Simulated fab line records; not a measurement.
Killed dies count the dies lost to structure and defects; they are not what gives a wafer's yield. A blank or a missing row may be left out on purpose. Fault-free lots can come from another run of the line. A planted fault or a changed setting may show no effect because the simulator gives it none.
fab line records	flow n5Finfet	part 1 of 2: steps 1 to 15 of 25
[record] lots = 5	wafers = 15	lastDay = 18
route steps=1938 shown BEOL_M0_CUTY@711 BEOL_M0@715
lots untouched by any fault: they come from a run of this same line in which no faults occurred
startH: start of the lot's first displayed wafer, in hours after the record's first day	waitH: how many hours have passed since the lot's step before this one	" unchanged from the row above	L1.1+2: several wafers, shown together as one row	- no value, or no start was given	* or withheld: withheld	< > ~ a bound
route shown NAME@n: NAME is a module with steps in the file, n the number in the route of the first one	usual: mean/standard deviation taken from wafers without a fault	same: alike in all rows	chamber/n: place in a boat	sites: the reading at each site	_std_site: how widely they spread, as a standard deviation	_edge_site: the outer-site mean with the inner-site mean subtracted	radiusMm: for every site, how far away it sits from the centre of the wafer	mask NAME#n: copy n	behind: the last tool/chamber to shape the wafer	hold: the reason the lot was held/the length of the hold in hours/how it ended	device: transistor that didn't switch, given as n, p or np	end of line: tests run on the same wafers once the route is complete	a step without rows: its recipe alone	killed: the dies lost at the first sort to structure and to defects; this is not the yield of the wafer	map: dies across one wafer; x = killed, . = not, _ = none there
set.NAME: the setting as run; set.NAME@STEP: as run at that earlier step	model.NAME: the simulator's own value behind a step, which no gauge read
lots at selected steps of the route; one table per step, one row per wafer
services: from which hour (startH, from the record's first day; less than 0 if before it) a tool's chamber was out of use, for how many hours, and why
[[steps]]
[step N5_BEOL_M0_CUTY_DESCUM_61]
[recipe] chemistry = O2	timeS = 7.9	sourcePowerW = 50	biasPowerW = 20	pressureMtorr = 20	rfFrequencyHz = 2.712e+07	tempC = 40	resist = CAR-ArF-block	o2FlowSccm = 225
[usual] drypumpMotorCurrentA = 5.7/0.65	oesProductAu = 0.83/0.092	rfVppV = 242.7/1.3	showerheadPlenumPTorr = 2.06/0.074	throttleValvePct = 20.44/0.23
lot.wafer	tool	chamber	startH	waitH	drypumpMotorCurrentA	oesProductAu	rfHoursCounterH	rfVppV	showerheadPlenumPTorr	throttleValvePct
L080.1	rieDiel-03	0	154.26	0.0	5.0	0.90	30	244.4	2.15	20.65
L080.3	"	1	"	"	6.6	0.69	219	240.9	1.97	20.62
L080.6	"	1	"	"	6.5	0.70	-	241.3	1.97	20.62
L085.3	rieDiel-06	2	180.00	0.1	5.4	0.72	225	240.7	1.97	20.58
L085.4	"	3	"	"	6.7	0.96	12	242.1	2.07	20.52
L085.6	"	3	"	"	6.7	0.97	-	242.1	2.07	20.50
L094.3	rieDiel-06	2	239.90	0.0	5.3	0.69	244	240.8	1.96	20.60
L094.4	"	3	"	"	6.7	0.91	32	242.4	2.06	20.57
L094.6	"	2	"	"	5.3	0.69	-	240.3	1.96	20.62
L095.1	rieDiel-03	3	242.55	0.0	6.5	0.88	44	244.2	2.21	20.13
L095.4	"	2	"	"	4.8	0.86	-	242.5	2.06	20.14
L095.6	"	0	"	"	5.0	0.85	-	243.9	2.14	20.69
L096.1	rieDiel-03	0	246.37	0.0	5.0	0.85	63	243.0	2.14	20.71
L096.3	"	2	"	"	4.8	0.87	55	242.9	2.06	20.14
L096.5	"	2	"	"	4.8	0.86	-	242.4	2.05	20.16
[step N5_BEOL_M0_CUTY_ETCH_62]
[recipe] chemistry = CF4	target = SiARC	maskMaterial = CAR-ArF-block	timeS = 58.5	ionEnergyEv = 80	pressureMtorr = 40	sourceW = 545	biasW = 36	Ar_flow_sccm = 100	cf4FlowSccm = 100	ends = cleared
[usual] drypumpMotorCurrentA = 5.7/0.65	etchRfOnTimeS = 58.1/1.3	oesProductAu = 0.70/0.075	rfVppV = 183.6/1.1	showerheadPlenumPTorr = 2.11/0.069	throttleValvePct = 15.60/0.25
lot.wafer	tool	chamber	startH	waitH	drypumpMotorCurrentA	etchRfOnTimeS	oesProductAu	rfHoursCounterH	rfVppV	showerheadPlenumPTorr	throttleValvePct
L080.1	rieDiel-03	0	154.30	0.0	5.0	58.4	0.77	30	183.8	2.19	15.69
L080.3	"	1	"	"	6.6	58.9	0.59	219	182.7	2.04	15.89
L080.6	"	1	"	"	6.6	59.2	0.58	-	182.3	2.04	15.88
L085.3	rieDiel-06	2	180.04	0.0	5.4	59.5	0.61	225	183.1	2.04	15.88
L085.4	"	3	"	"	6.7	59.5	0.81	12	184.2	2.10	15.50
L085.6	"	3	"	"	6.7	59.2	0.81	-	182.6	2.10	15.51
L094.3	rieDiel-06	2	239.93	0.0	5.4	60.7	0.58	244	182.8	2.03	15.91
L094.4	"	3	"	"	6.7	60.5	0.76	32	184.1	2.09	15.54
L094.6	"	2	"	"	5.4	60.7	0.59	-	182.3	2.03	15.91
L095.1	rieDiel-03	3	242.58	0.0	6.5	56.9	0.74	44	186.2	2.26	15.35
L095.4	"	2	"	"	4.8	57.0	0.74	-	183.3	2.09	15.21
L095.6	"	0	"	"	5.0	58.7	0.72	-	183.4	2.18	15.76
L096.1	rieDiel-03	0	246.40	0.0	5.0	59.5	0.72	63	184.3	2.18	15.75
L096.3	"	2	"	"	4.8	58.2	0.74	55	184.1	2.09	15.23
L096.5	"	2	"	"	4.8	58.1	0.74	-	184.3	2.09	15.21
[step N5_BEOL_M0_CUTY_ETCH_63]
[recipe] chemistry = N2/H2	target = SOC	targetDepthA = 827	overetchA = 165	maskMaterial = SiARC	tempC = 40	ionEnergyEv = 200	timeS = 124	pressureMtorr = 30	sourceW = 840	biasW = 150	n2FlowSccm = 200	h2FlowSccm = 200
[usual] drypumpMotorCurrentA = 5.7/0.65	oesProductAu = 0.67/0.069	rfVppV = 522.9/2.5	showerheadPlenumPTorr = 2.51/0.08	throttleValvePct = 17.83/0.26
lot.wafer	tool	chamber	startH	waitH	drypumpMotorCurrentA	oesProductAu	rfHoursCounterH	rfVppV	showerheadPlenumPTorr	throttleValvePct
L080.1	rieDiel-03	0	154.34	0.0	5.0	0.73	30	524.2	2.59	17.86
L080.3	"	1	"	"	6.6	0.57	219	520.1	2.42	18.26
L080.6	"	1	"	"	6.6	0.57	-	521.0	2.42	18.26
L085.3	rieDiel-06	2	180.08	0.0	5.4	0.59	225	520.8	2.42	18.20
L085.4	"	3	"	"	6.7	0.78	12	522.9	2.49	17.72
L085.6	"	3	"	"	6.7	0.79	-	521.8	2.49	17.72
L094.3	rieDiel-06	2	239.98	0.0	5.4	0.58	244	519.5	2.41	18.22
L094.4	"	3	"	"	6.7	0.75	32	522.1	2.48	17.76
L094.6	"	2	"	"	5.4	0.58	-	519.0	2.41	18.22
L095.1	rieDiel-03	3	242.63	0.0	6.5	0.71	44	527.9	2.68	17.47
L095.4	"	2	"	"	4.8	0.70	-	523.2	2.50	17.59
L095.6	"	0	"	"	5.0	0.70	-	525.2	2.58	17.91
L096.1	rieDiel-03	0	246.45	0.0	5.0	0.69	63	526.0	2.58	17.92
L096.3	"	2	"	"	4.8	0.70	55	522.1	2.50	17.59
L096.5	"	2	"	"	4.8	0.70	-	521.7	2.50	17.60
[step N5_BEOL_M0_CUTY_STRIP_64]
[recipe] chemistry = N2/H2	tempC = 40	n2FlowSccm = 200	h2FlowSccm = 200	rfFrequencyHz = 6e+07
lot.wafer	tool	chamber	startH	waitH
L080.1+3+6	rieDiel-03	0,1,1	154.46	0.1
L085.3+4+6	rieDiel-06	2,3,3	180.20	0.1
L094.3+4+6	rieDiel-06	2,3,2	240.09	0.1
L095.1+4+6	rieDiel-03	3,2,0	242.74	0.1
L096.1+3+5	rieDiel-03	0,2,2	246.56	0.1
[step N5_BEOL_M0_ETCH_138]
[recipe] chemistry = CH3F/O2	targetDepthA = 120	target = SiCN	timeS = 31.6	ionEnergyEv = 120	pressureMtorr = 30	sourceW = 395	biasW = 75	Ar_flow_sccm = 150	CH3F_flow_sccm = 30	O2_flow_sccm = 20	ends = cleared
[usual] drypumpMotorCurrentA = 5.7/0.65	etchRfOnTimeS = 29.1/0.8	oesProductAu = 0.70/0.077	rfVppV = 296.7/1.6	showerheadPlenumPTorr = 1.97/0.072	throttleValvePct = 16.30/0.26
lot.wafer	tool	chamber	startH	waitH	drypumpMotorCurrentA	etchRfOnTimeS	oesProductAu	rfHoursCounterH	rfVppV	showerheadPlenumPTorr	throttleValvePct
L080.1	rieDiel-03	0	154.47	0.0	5.0	28.7	0.76	30	299.1	2.05	16.42
L080.3	"	1	"	"	6.6	28.8	0.59	219	295.1	1.90	16.62
L080.6	"	1	"	"	6.6	28.3	0.58	-	294.9	1.90	16.62
L085.3	rieDiel-06	2	180.21	0.0	5.4	30.1	0.61	225	294.6	1.90	16.59
L085.4	"	3	"	"	6.7	29.3	0.81	12	295.9	1.95	16.18
L085.6	"	3	"	"	6.7	29.9	0.81	-	296.7	1.95	16.18
L094.3	rieDiel-06	2	240.10	0.0	5.4	30.0	0.59	245	295.9	1.89	16.64
L094.4	"	3	"	"	6.7	30.0	0.77	32	296.9	1.95	16.23
L094.6	"	2	"	"	5.4	29.9	0.59	-	295.0	1.89	16.62
L095.1	rieDiel-03	3	242.75	0.0	6.5	28.0	0.75	44	298.6	2.13	16.12
L095.4	"	2	"	"	4.8	29.6	0.73	-	296.5	1.94	15.85
L095.6	"	0	"	"	5.0	30.4	0.72	-	299.2	2.04	16.49
L096.1	rieDiel-03	0	246.57	0.0	5.0	29.5	0.72	63	298.2	2.04	16.48
L096.3	"	2	"	"	4.8	29.1	0.73	55	297.4	1.94	15.86
L096.5	"	2	"	"	4.8	29.9	0.73	-	297.6	1.94	15.85
[step N5_BEOL_M0_HM_OPEN_105]
[recipe] chemistry = Cl2/BCl3	targetDepthA = 120	target = TiN	ionEnergyEv = 150	pressureMtorr = 10	icpW = 1000	biasW = 126	Cl2_flow_sccm = 53.25	bcl3FlowSccm = 21.75	Ar_flow_sccm = 25
[usual] drypumpMotorCurrentA = 5.9/0.33	oesProductAu = 0.83/0.1	throttleValvePct = 21.95/0.26
lot.wafer	tool	chamber	startH	waitH	drypumpMotorCurrentA	oesProductAu	rfHoursCounterH	throttleValvePct
L080.1	rieMetal-01	1	158.50	4.0	6.1	0.90	16	22.13
L080.3	"	1	"	"	6.1	0.89	-	22.13
L080.6	"	0	"	"	5.7	0.94	-	21.43
L085.3	rieMetal-01	1	181.70	1.5	6.1	0.89	-	22.16
L085.4	"	0	"	"	5.7	0.92	-	21.45
L085.6	"	0	"	"	5.7	0.92	-	21.45
L094.3	rieMetal-01	0	244.80	4.7	5.7	0.89	-	21.45
L094.4	"	1	"	"	6.1	0.86	-	22.17
L094.6	"	1	"	"	6.0	0.86	-	22.18
L095.1	rieMetal-03	1	244.93	2.1	5.5	0.71	76	22.01
L095.4	"	1	"	"	5.5	0.72	-	22.03
L095.6	"	1	"	"	5.5	0.71	-	22.03
L096.1	rieMetal-03	1	251.31	4.7	5.5	0.72	76	22.01
L096.3	"	1	"	"	5.5	0.71	-	22.03
L096.5	"	1	"	"	5.5	0.71	-	22.02
[step N5_BEOL_M0_STRIP_140]
[recipe] chemistry = CF4	resist = SiARC	powerW = 300	biasPowerW = 75	pressureMtorr = 50	cf4FlowSccm = 150	rfFrequencyHz = 6e+07
[usual] drypumpMotorCurrentA = 5.6/0.6	oesProductAu = 0.81/0.079	rfVppV = 270.1/1.5	showerheadPlenumPTorr = 1.76/0.033	throttleValvePct = 13.60/0.19
lot.wafer	tool	chamber	startH	waitH	drypumpMotorCurrentA	oesProductAu	rfHoursCounterH	rfVppV	showerheadPlenumPTorr	throttleValvePct
L080.1	rieDiel-06	2	158.67	0.1	5.4	0.71	216	272.0	1.71	13.85
L080.3	"	3	"	"	6.7	0.98	3	269.8	1.77	13.43
L080.6	"	3	"	"	6.7	0.97	-	270.9	1.77	13.44
L085.3	rieDiel-06	3	182.12	0.4	6.7	0.94	13	270.2	1.76	13.46
L085.4	"	1	"	"	4.8	0.80	95	270.3	1.74	13.58
L085.6	"	1	"	"	4.8	0.81	-	268.7	1.74	13.59
L094.3	rieDiel-04	3	244.92	0.1	5.6	0.80	89	270.8	1.75	13.78
L094.4	"	0	"	"	5.5	0.72	-	269.5	1.73	13.68
L094.6	"	1	"	"	6.1	0.81	-	272.2	1.76	13.43
L095.1	rieDiel-03	2	245.27	0.3	4.8	0.85	55	271.2	1.76	13.24
L095.4	"	3	"	"	6.5	0.84	-	274.4	1.88	13.25
L095.6	"	0	"	"	5.0	0.83	-	268.4	1.82	13.64
L096.1	rieDiel-03	2	251.81	0.4	4.8	0.84	57	269.7	1.76	13.25
L096.3	"	3	"	"	6.5	0.84	48	272.5	1.88	13.28
L096.5	"	0	"	"	5.0	0.83	-	272.1	1.82	13.64
[step N5_BEOL_M0_STRIP_104]
[recipe] chemistry = N2/H2	powerW = 450	tempC = 40	pressureMtorr = 20	rfFrequencyHz = 6e+07	overashFraction = 0.3	biasPowerW = 7	h2Frac = 0.5	n2FlowSccm = 200	h2FlowSccm = 200
[usual] drypumpMotorCurrentA = 5.6/0.6	oesProductAu = 0.82/0.086	rfVppV = 58.9/1.6	showerheadPlenumPTorr = 2.48/0.049	throttleValvePct = 23.73/0.24
lot.wafer	tool	chamber	startH	waitH	drypumpMotorCurrentA	oesProductAu	rfHoursCounterH	rfVppV	showerheadPlenumPTorr	throttleValvePct
L080.1	rieDiel-06	2	158.69	0.0	5.4	0.71	216	57.7	2.42	24.12
L080.3	"	3	"	"	6.7	1.01	3	59.4	2.49	23.53
L080.6	"	3	"	"	6.7	0.99	-	60.9	2.49	23.55
L085.3	rieDiel-06	3	182.14	0.0	6.7	0.96	13	59.3	2.48	23.57
L085.4	"	1	"	"	4.9	0.82	95	58.2	2.47	23.70
L085.6	"	1	"	"	4.8	0.82	-	61.2	2.47	23.73
L094.3	rieDiel-04	3	244.94	0.0	5.6	0.82	89	60.7	2.44	23.78
L094.4	"	0	"	"	5.5	0.72	-	55.0	2.43	23.72
L094.6	"	1	"	"	6.1	0.82	-	59.6	2.47	23.38
L095.1	rieDiel-03	2	245.29	0.0	4.8	0.86	55	60.2	2.49	23.51
L095.4	"	3	"	"	6.5	0.88	-	59.4	2.68	23.18
L095.6	"	0	"	"	5.0	0.84	-	57.9	2.57	23.74
L096.1	rieDiel-03	2	251.83	0.0	4.8	0.87	57	60.7	2.49	23.49
L096.3	"	3	"	"	6.5	0.89	48	55.5	2.68	23.18
L096.5	"	0	"	"	5.0	0.85	-	58.7	2.57	23.75
[step N5_BEOL_M0_WET_ETCH_106]
[recipe] chemistry = DHF	dilution = 10:1	tempC = 25	target = SiO2	targetDepthA = 1300	dry = ipaMarangoni	rinseTimeS = 30	rinseTempC = 23
[usual] rinseTempC = 22.99/0.12
lot.wafer	tool	chamber	startH	waitH	rinseTempC
L080.1	wetBench-04	4	158.76	-	23.09
L080.3	"	1	"	"	23.04
L080.6	"	0	"	"	22.91
L085.3	wetBench-05	4	182.28	-	23.08
L085.4	"	7	"	"	23.09
L085.6	"	0	"	"	23.25
L094.3	wetBench-06	4	245.00	-	22.90
L094.4	"	1	"	"	22.86
L094.6	"	7	"	"	22.88
L095.1	wetBench-06	1	245.36	-	22.99
L095.4	"	7	"	"	22.99
L095.6	"	6	"	"	22.79
L096.1	wetBench-04	1	251.90	-	22.86
L096.3	"	6	"	"	22.94
L096.5	"	4	"	"	22.86
[step N5_BEOL_M0_ETCH_128]
[recipe] chemistry = CF4/N2	targetDepthA = 120	overetchA = 51	target = SiCN	timeS = 21.4	ionEnergyEv = 150	pressureMtorr = 40	sourceW = 430	biasW = 70	Ar_flow_sccm = 100	cf4FlowSccm = 60	n2FlowSccm = 60
[usual] drypumpMotorCurrentA = 5.7/0.63	oesProductAu = 0.57/0.056	rfVppV = 381.4/1.7	showerheadPlenumPTorr = 2.17/0.066	throttleValvePct = 15.42/0.23
lot.wafer	tool	chamber	startH	waitH	drypumpMotorCurrentA	oesProductAu	rfHoursCounterH	rfVppV	showerheadPlenumPTorr	throttleValvePct
L080.1	rieDiel-06	3	158.82	0.0	6.7	0.67	3	380.7	2.16	15.28
L080.3	"	0	"	"	5.2	0.58	55	383.0	2.17	15.41
L080.6	"	3	"	"	6.7	0.66	-	382.3	2.16	15.29
L085.3	rieDiel-03	3	182.34	0.0	6.5	0.63	22	386.3	2.34	15.11
L085.4	"	1	"	"	6.5	0.47	230	378.7	2.10	15.74
L085.6	"	1	"	"	6.6	0.47	-	378.3	2.10	15.74
L094.3	rieDiel-04	0	245.06	0.0	5.5	0.51	158	379.6	2.12	15.48
L094.4	"	0	"	"	5.5	0.51	-	380.6	2.12	15.48
L094.6	"	1	"	"	6.1	0.56	-	382.2	2.14	15.22
L095.1	rieDiel-03	2	245.42	0.0	4.8	0.59	55	381.9	2.15	15.02
L095.4	"	3	"	"	6.5	0.60	-	384.7	2.33	15.17
L095.6	"	0	"	"	5.0	0.59	-	383.7	2.24	15.56
L096.1	rieDiel-03	0	252.35	0.4	5.0	0.58	66	382.2	2.24	15.56
L096.3	"	2	"	"	4.8	0.59	58	381.9	2.15	15.05
L096.5	"	3	"	"	6.5	0.59	-	385.3	2.33	15.18
[step N5_BEOL_M0_TRENCH_ETCH_107]
[recipe] chemistry = C4F6/O2	targetDepthA = 328	target = SiOC	timeS = 16.4	ionEnergyEv = 250	pressureMtorr = 30	sourceW = 355	biasW = 185	Ar_flow_sccm = 300	C4F6_flow_sccm = 10	O2_flow_sccm = 10
[usual] C4F6_flow_sccm = 9.999/0.03	drypumpMotorCurrentA = 5.7/0.63	oesProductAu = 0.82/0.088	rfVppV = 662/13	showerheadPlenumPTorr = 2.80/0.092	throttleValvePct = 20.87/0.26
lot.wafer	tool	chamber	startH	waitH	C4F6_flow_sccm	drypumpMotorCurrentA	oesProductAu	rfHoursCounterH	rfVppV	showerheadPlenumPTorr	throttleValvePct
L080.1	rieDiel-06	3	158.86	0.0	9.990	6.7	0.99	3	657	2.79	20.78
L080.3	"	0	"	"	9.951	5.2	0.85	55	671	2.80	20.97
L080.6	"	3	"	"	9.940	6.6	0.99	-	657	2.79	20.78
L085.3	rieDiel-03	3	182.38	0.0	9.991	6.5	0.91	22	687	3.04	20.70
L085.4	"	1	"	"	9.998	6.6	0.68	230	640	2.71	21.19
L085.6	"	1	"	"	10.020	6.6	0.68	-	641	2.71	21.19
L094.3	rieDiel-04	0	245.10	0.0	9.974	5.5	0.73	158	661	2.72	20.85
L094.4	"	0	"	"	9.971	5.5	0.73	-	659	2.72	20.86
L094.6	"	1	"	"	10.029	6.2	0.83	-	651	2.75	20.61
L095.1	rieDiel-03	2	245.46	0.0	9.982	4.8	0.86	55	680	2.76	20.36
L095.4	"	3	"	"	10.032	6.5	0.87	-	685	3.03	20.73
L095.6	"	0	"	"	9.985	5.0	0.84	-	659	2.90	21.11
L096.1	rieDiel-03	0	252.39	0.0	10.034	5.0	0.84	66	658	2.90	21.11
L096.3	"	2	"	"	10.054	4.8	0.85	58	679	2.76	20.36
L096.5	"	3	"	"	9.964	6.5	0.87	-	685	3.03	20.75
[step N5_BEOL_M0_STRIP_142]
[recipe] chemistry = N2/H2	timeS = 10	powerW = 450	tempC = 40	pressureMtorr = 20	rfFrequencyHz = 6e+07	biasPowerW = 7	n2FlowSccm = 200	h2FlowSccm = 200
[usual] drypumpMotorCurrentA = 5.7/0.63	oesProductAu = 0.83/0.088	rfVppV = 59.0/0.89	showerheadPlenumPTorr = 2.49/0.075	throttleValvePct = 23.69/0.29
lot.wafer	tool	chamber	startH	waitH	drypumpMotorCurrentA	oesProductAu	rfHoursCounterH	rfVppV	showerheadPlenumPTorr	throttleValvePct
L080.1	rieDiel-06	3	158.89	0.0	6.7	0.99	3	59.9	2.49	23.54
L080.3	"	0	"	"	5.2	0.86	55	58.3	2.48	23.90
L080.6	"	3	"	"	6.7	0.99	-	59.7	2.49	23.55
L085.3	rieDiel-03	3	182.41	0.0	6.5	0.91	22	60.4	2.69	23.15
L085.4	"	1	"	"	6.6	0.68	230	58.7	2.42	24.26
L085.6	"	1	"	"	6.6	0.70	-	57.6	2.42	24.25
L094.3	rieDiel-04	0	245.13	0.0	5.5	0.74	158	59.3	2.43	23.73
L094.4	"	0	"	"	5.5	0.73	-	60.1	2.43	23.72
L094.6	"	1	"	"	6.1	0.82	-	60.1	2.47	23.40
L095.1	rieDiel-03	2	245.48	0.0	4.8	0.86	55	58.8	2.49	23.49
L095.4	"	3	"	"	6.5	0.87	-	59.8	2.68	23.18
L095.6	"	0	"	"	5.0	0.84	-	60.2	2.57	23.75
L096.1	rieDiel-03	0	252.41	0.0	5.0	0.85	66	58.9	2.57	23.77
L096.3	"	2	"	"	4.8	0.85	58	57.9	2.49	23.49
L096.5	"	3	"	"	6.5	0.87	-	58.7	2.68	23.18
[step N5_BEOL_M0_OCD_MEAS_108]
[usual] trenchDepthNm = 33.0/0.74
lot.wafer	tool	chamber	startH	waitH	trenchDepthNm
L080.1	ocd-01	-	158.97	0.1	32.6
L080.3	"	-	"	"	32.2
L080.6	"	-	"	"	32.0
L085.3	ocd-01	-	182.49	0.1	34.1
L085.4	"	-	"	"	32.2
L085.6	"	-	"	"	32.6
L094.3	ocd-02	-	245.21	0.1	32.5
L094.4	"	-	"	"	31.7
L094.6	"	-	"	"	33.3
L095.1	ocd-01	-	245.56	0.1	33.0
L095.4	"	-	"	"	34.6
L095.6	"	-	"	"	31.9
L096.1	ocd-02	-	252.49	0.1	33.0
L096.3	"	-	"	"	32.5
L096.5	"	-	"	"	33.4
[step N5_BEOL_M0_HM_STRIP_129]
[recipe] chemistry = peroxideTinStrip	material = TiN	targetDepthA = 170	tempC = 50	timeS = 108
lot.wafer	tool	chamber	startH	waitH
L080.1+3+6	wetBench-05	7,4,3	159.17	0.2
L085.3+4+6	wetBench-06	4,1,3	182.52	0.0
L094.3+4+6	wetBench-04	6,7,4	245.24	0.0
L095.1+4+6	wetBench-06	3,4,0	245.60	0.0
L096.1+3+5	wetBench-06	0,4,3	252.53	0.0
[step N5_BEOL_M0_SRD_130]
[recipe] timeS = 30	tempC = 23	rinseLiquid = diw	dry = ipaMarangoni
lot.wafer	tool	chamber	startH	waitH
L080.1+3+6	wetBench-05	7,4,3	159.20	0.0
L085.3+4+6	wetBench-06	4,1,3	182.55	0.0
L094.3+4+6	wetBench-04	6,7,4	245.27	0.0
L095.1+4+6	wetBench-06	3,4,0	245.63	0.0
L096.1+3+5	wetBench-06	0,4,3	252.56	0.0
